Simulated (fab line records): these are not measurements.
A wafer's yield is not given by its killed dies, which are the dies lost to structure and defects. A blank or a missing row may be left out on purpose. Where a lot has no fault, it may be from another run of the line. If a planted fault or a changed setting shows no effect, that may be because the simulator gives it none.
The tool behind it: which one?    flow n5-finfet    23 lots with 69 wafers sampled at 3 steps, on a route of 1938 steps

== WHAT EACH GAUGE READ, for each wafer ==
N5_MOL_CONTACT_COAG_CD_MEAS_40: the cd target is 25.1 nm. Usual: cd-nm reads 25.07 nm (standard deviation 0.23).
lot   measured      on         cd-nm (nm)         flag
L074  day 5 05:16   cd-sem-03  25.26 25.21 24.96  
L075  day 5 10:41   cd-sem-01  25.34 24.95 24.92  
L076  day 5 14:24   cd-sem-01  25.76 25.66 24.99  
L077  day 6 00:04   cd-sem-02  25.27 24.97 25.42  
L079  day 6 06:48   cd-sem-02  25.13 24.77 25.54  
L080  day 7 00:07   cd-sem-03  25.26 25.43 25.33  
L081  day 7 00:38   cd-sem-02  25.10 24.91 25.41  
L082  day 7 04:32   cd-sem-02  24.84 24.88 24.94  
L084  day 7 12:01   cd-sem-02  25.38 25.20 25.22  
L083  day 7 13:19   cd-sem-01  24.75 25.01 25.22  
L085  day 7 23:13   cd-sem-03  25.47 25.10 25.06  
L086  day 8 04:05   cd-sem-02  25.15 25.34 25.03  
L087  day 8 08:19   cd-sem-02  25.10 24.78 25.12  
L088  day 8 23:10   cd-sem-03  24.94 25.05 24.79  
L089  day 8 23:22   cd-sem-03  25.14 25.01 24.72  
L090  day 9 02:40   cd-sem-01  25.22 24.98 25.22  
L091  day 9 08:05   cd-sem-02  25.16 25.01 24.80  
L092  day 9 14:25   cd-sem-01  24.61 25.16 24.87  
L093  day 10 01:25  cd-sem-01  25.00 25.12 25.04  
L094  day 10 07:52  cd-sem-01  25.18 25.03 25.42  
L095  day 10 12:59  cd-sem-03  24.87 24.92 24.63  
L096  day 11 07:30  cd-sem-03  24.98 24.98 25.31  
L097  day 11 07:42  cd-sem-02  24.45 24.94 25.09  

== WHICH TOOL RAN EACH LOT (tool, then ch and the chambers of the sampled wafers, then the start) ==
lot   N5_MOL_CONTACT_COAG_SPUTTER_143  N5_MOL_CONTACT_COAG_ETCH_89
L074  pvd-sputter-03, day 4 21:40      rie-diel-06 ch 0,2,3, day 5 04:04
L075  pvd-sputter-01, day 5 02:49      rie-diel-05 ch 0,1,3, day 5 09:29
L076  pvd-sputter-02, day 5 05:44      rie-diel-02 ch 1,2,3, day 5 13:05
L077  pvd-sputter-03, day 5 14:53      rie-diel-05 ch 0,2, day 5 22:58
L079  pvd-sputter-03, day 5 22:02      rie-diel-02 ch 1,2,3, day 6 05:35
L080  pvd-sputter-02, day 6 12:23      rie-diel-05 ch 0,1, day 6 22:54
L081  pvd-sputter-01, day 6 13:53      rie-diel-06 ch 1,3, day 6 23:32
L082  pvd-sputter-01, day 6 19:55      rie-diel-06 ch 0,3, day 7 03:19
L084  pvd-sputter-03, day 7 02:53      rie-diel-05 ch 0,1,3, day 7 10:38
L083  pvd-sputter-01, day 7 06:14      rie-diel-02 ch 0,2,3, day 7 12:05
L085  pvd-sputter-02, day 7 15:32      rie-diel-05 ch 1,3, day 7 21:35
L086  pvd-sputter-01, day 7 20:24      rie-diel-06 ch 0,1,2, day 8 02:51
L087  pvd-sputter-01, day 7 23:31      rie-diel-05 ch 0,1,2, day 8 07:05
L088  pvd-sputter-02, day 8 13:18      rie-diel-06 ch 0,1,2, day 8 21:44
L089  pvd-sputter-02, day 8 13:48      rie-diel-06 ch 2,3, day 8 21:58
L090  pvd-sputter-03, day 8 17:23      rie-diel-05 ch 0,3, day 9 01:34
L091  pvd-sputter-02, day 8 23:21      rie-diel-06 ch 0,1,3, day 9 06:33
L092  pvd-sputter-01, day 9 07:23      rie-diel-02 ch 0,2,3, day 9 13:13
L093  pvd-sputter-01, day 9 16:03      rie-diel-02 ch 1,2, day 10 00:19
L094  pvd-sputter-01, day 9 23:34      rie-diel-05 ch 0,2,3, day 10 06:38
L095  pvd-sputter-03, day 10 03:07     rie-diel-06 ch 0,2, day 10 11:41
L096  pvd-sputter-02, day 10 20:21     rie-diel-06 ch 0,2, day 11 06:13
L097  pvd-sputter-02, day 10 20:31     rie-diel-02 ch 0,1,2, day 11 06:23
- N5_MOL_CONTACT_COAG_SPUTTER_143: material Co, target thk 2.5 nm.
- N5_MOL_CONTACT_COAG_ETCH_89: etches underlayer in N2/H2, target depth 13 nm, time 10.4 s.

== WHAT THE TOOLS THEMSELVES READ (means of the sampled wafers that have a number; where no wafer has one, the mark that the record gives instead) ==
N5_MOL_CONTACT_COAG_SPUTTER_143. Usual: substrate-temp-c 24.99 C, standard deviation 0.097; throttle-valve-pct 29.6 %, standard deviation 0.96.
lot   tool            substrate-temp-c (C)  throttle-valve-pct (%)  flag
L074  pvd-sputter-03  25.06                 29.2                    
L075  pvd-sputter-01  24.99                 29.7                    
L076  pvd-sputter-02  24.94                 29.4                    
L077  pvd-sputter-03  25.09                 30.6                    
L079  pvd-sputter-03  25.13                 30.5                    
L080  pvd-sputter-02  24.93                 29.7                    
L081  pvd-sputter-01  24.99                 29.7                    
L082  pvd-sputter-01  24.92                 29.7                    
L084  pvd-sputter-03  25.01                 29.0                    
L083  pvd-sputter-01  24.93                 29.1                    
L085  pvd-sputter-02  24.97                 29.3                    
L086  pvd-sputter-01  25.00                 29.2                    
L087  pvd-sputter-01  24.95                 29.3                    
L088  pvd-sputter-02  25.01                 29.5                    
L089  pvd-sputter-02  24.92                 28.4                    
L090  pvd-sputter-03  25.04                 30.5                    
L091  pvd-sputter-02  25.02                 30.0                    
L092  pvd-sputter-01  25.06                 29.4                    
L093  pvd-sputter-01  24.99                 29.3                    
L094  pvd-sputter-01  24.91                 29.4                    
L095  pvd-sputter-03  24.99                 30.4                    
L096  pvd-sputter-02  24.97                 29.7                    
L097  pvd-sputter-02  25.05                 29.2                    

N5_MOL_CONTACT_COAG_ETCH_89. Usual: drypump-motor-current-A 5.8 A, standard deviation 0.35; etch-rf-on-time-s 10.38 s, standard deviation 0.15; oes-product-au 0.68 a.u., standard deviation 0.083; rf-vpp-V 522.5 V, standard deviation 2.1; showerhead-plenum-p-Torr 2.50 Torr, standard deviation 0.062; throttle-valve-pct 17.91 %, standard deviation 0.28.
lot   tool         drypump-motor-current-A (A)  etch-rf-on-time-s (s)  oes-product-au (a.u.)  rf-vpp-V (V)  showerhead-plenum-p-Torr (Torr)  throttle-valve-pct (%)  flag
L074  rie-diel-06  6.0                          10.50                  0.60                   522.3         2.48                             17.90                   
L075  rie-diel-05  5.5                          10.19                  0.66                   521.9         2.51                             17.88                   
L076  rie-diel-02  5.7                          10.38                  0.64                   522.1         2.51                             18.12                   
L077  rie-diel-05  5.8                          10.16                  0.70                   522.9         2.53                             17.82                   
L079  rie-diel-02  5.7                          10.40                  0.63                   521.4         2.50                             18.15                   
L080  rie-diel-05  5.3                          10.20                  0.81                   521.9         2.50                             17.69                   
L081  rie-diel-06  6.1                          10.45                  0.64                   522.7         2.51                             18.10                   
L082  rie-diel-06  6.1                          10.30                  0.71                   521.2         2.46                             17.83                   
L084  rie-diel-05  5.5                          10.32                  0.73                   522.7         2.50                             17.76                   
L083  rie-diel-02  6.1                          10.52                  0.62                   521.8         2.49                             18.22                   
L085  rie-diel-05  5.3                          10.41                  0.74                   522.4         2.51                             17.76                   
L086  rie-diel-06  5.9                          10.26                  0.75                   523.1         2.51                             17.74                   
L087  rie-diel-05  5.6                          10.36                  0.78                   522.3         2.53                             17.73                   
L088  rie-diel-06  5.9                          10.49                  0.73                   522.4         2.50                             17.74                   
L089  rie-diel-06  6.0                          10.36                  0.75                   521.9         2.47                             17.52                   
L090  rie-diel-05  5.7                          10.32                  0.68                   522.0         2.49                             17.79                   
L091  rie-diel-06  6.0                          10.47                  0.68                   522.0         2.49                             17.94                   
L092  rie-diel-02  6.0                          10.45                  0.61                   522.4         2.48                             18.25                   
L093  rie-diel-02  5.4                          10.48                  0.62                   522.6         2.49                             18.02                   
L094  rie-diel-05  5.8                          10.23                  0.70                   523.5         2.52                             17.81                   
L095  rie-diel-06  5.9                          10.34                  0.78                   522.8         2.48                             17.46                   
L096  rie-diel-06  5.8                          10.29                  0.76                   521.6         2.48                             17.60                   
L097  rie-diel-02  5.7                          10.54                  0.61                   522.1         2.48                             18.11                   

== THE ANSWER, worked out from the rows above alone ==
Rule: take the mean of a lot's wafers that have a number; if it is more than 3 standard deviations from the usual mean, the lot is off. A lot without any number at a reading at which 4 lots or more have one is off too. Where the step has rows for the other lots, those lots are counted as sound. Order of review: gauges by route order, followed by the tools' own readings, for which a lot's mean as printed above is used. The first step at which some lot is off is used, and at that step the reading that is off furthest; a lot without a number counts as furthest.
None of the lots is off at any reading shown; this tells nothing.

== WHAT THE SIMULATOR PUT IN ==
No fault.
